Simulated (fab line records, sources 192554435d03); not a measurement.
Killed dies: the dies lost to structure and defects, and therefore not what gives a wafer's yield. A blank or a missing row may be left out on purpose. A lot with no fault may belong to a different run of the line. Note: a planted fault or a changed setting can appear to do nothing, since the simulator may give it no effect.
A struck lot beside a sound one + flow n5Finfet + 14 out of 1938 route steps
Sound: wafers L372.2, L372.3, L372.6. Struck: wafer L380.2. (L380.3 of the same lot was not struck and is left out.) The cause comes at the end.
Order at every step that has rows: each side's tool, ch and its chambers, its first start. Under that, the readings that differ: sound wafers + struck wafers + difference of the means + sigmas: that difference in standard deviations of wafers without a fault.
alike: readings whose means differ by less than 2 such deviations, and words and numbers that are the same on both sides. not compared: withheld readings, readings that some wafer has no value for, bounds like >300 that may hide the same value, and numbers for which the record gives no deviation and whose values overlap.
A row with sigmas, a row that says differs or no value, or rows on one side alone: a step with any of these is where the two part. Numbers that don't overlap but have no deviation are shown without sigmas and don't part them. Lack of a reading on every wafer of one side parts them only where that side has two or more wafers.

first, 8 steps without rows for these wafers: N5_BEOL_M5_COAT_66 (time 60 s, resist thk 12 nm); N5_BEOL_M5_COAT_74 (time 60 s, resist thk 5 nm); N5_BEOL_M5_COAT_22 (resist thk 30 nm); N5_BEOL_M5_EBR_24; N5_BEOL_M5_SOFTBAKE_23 (time 60 s); N5_BEOL_M5_EXPOSE_25 (exposes mask V4, defocus 10 nm); N5_BEOL_M5_PEB_26 (peb time 60 s); N5_BEOL_M5_DEVELOP_27 (develop time 30 s).
N5_BEOL_M5_CD_MEAS_28: target cd 30.6 nm, target cd y 20 nm.
  sound on cdSem-01 ch 0, day 10 13:23; struck on cdSem-01 ch 0, day 12 17:44
  alike: cdNm
N5_BEOL_M5_OVL_MEAS_29:
  sound on overlay-01 ch 0, day 10 13:25; struck on overlay-01 ch 0, day 12 17:46
  alike: V4_OVL
N5_BEOL_M5_INSPECT_30: inspects for defects (brightfield).
  sound: defectInspect-02 at day 10 13:28; struck: defectInspect-01 at day 12 17:49
  alike: rawDefectCount
N5_BEOL_M5_DESCUM_33: chemistry O2, time 7 s.
  sound on rieDiel-03 ch 0,1,2, day 10 13:59; struck on rieDiel-05 ch 1, day 12 17:58
  alike: drypumpMotorCurrentA, oesProductAu, rfFwdPowerW, rfVppV, showerheadPlenumPTorr, throttleValvePct
  not compared: rfHoursCounterH
N5_BEOL_M5_ETCH_75: etches underlayer in N2/H2, target depth 6.5 nm, time 5.2 s.
  sound on rieDiel-03 ch 0,1,2, day 10 14:01; struck on rieDiel-05 ch 1, day 12 17:59
| reading           | sound             | struck | difference | sigmas |
|-------------------|-------------------|--------|------------|--------|
| etchRfOnTimeS (s) | 5.42 5.33 5.01    | 3.25   | -2.00      | -15    |
| rfVppV (V)        | 524.8 521.3 525.1 | 517.7  | -6.0       | -2     |
  alike: drypumpMotorCurrentA, oesProductAu, rfFwdPowerW, showerheadPlenumPTorr, throttleValvePct
  not compared: rfHoursCounterH
N5_BEOL_M5_ETCH_67: etches SiARC in CF4, target depth 15.6 nm, time 26 s.
  sound on rieDiel-03 ch 0,1,2, day 10 14:02; struck on rieDiel-05 ch 1, day 12 18:01
| reading    | sound             | struck | difference | sigmas |
|------------|-------------------|--------|------------|--------|
| rfVppV (V) | 185.7 183.1 185.9 | 182.4  | -2.5       | -2     |
  alike: drypumpMotorCurrentA, etchRfOnTimeS, oesProductAu, rfFwdPowerW, showerheadPlenumPTorr, throttleValvePct
  not compared: rfHoursCounterH

## WHERE THEY PART
Earliest at N5_BEOL_M5_ETCH_75; latest, in this record, at N5_BEOL_M5_ETCH_67.

WHY: what had been put in by the simulator
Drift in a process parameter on rieDiel-05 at N5_BEOL_M5_ETCH_75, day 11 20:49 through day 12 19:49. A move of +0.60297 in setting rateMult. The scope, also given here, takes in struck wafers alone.
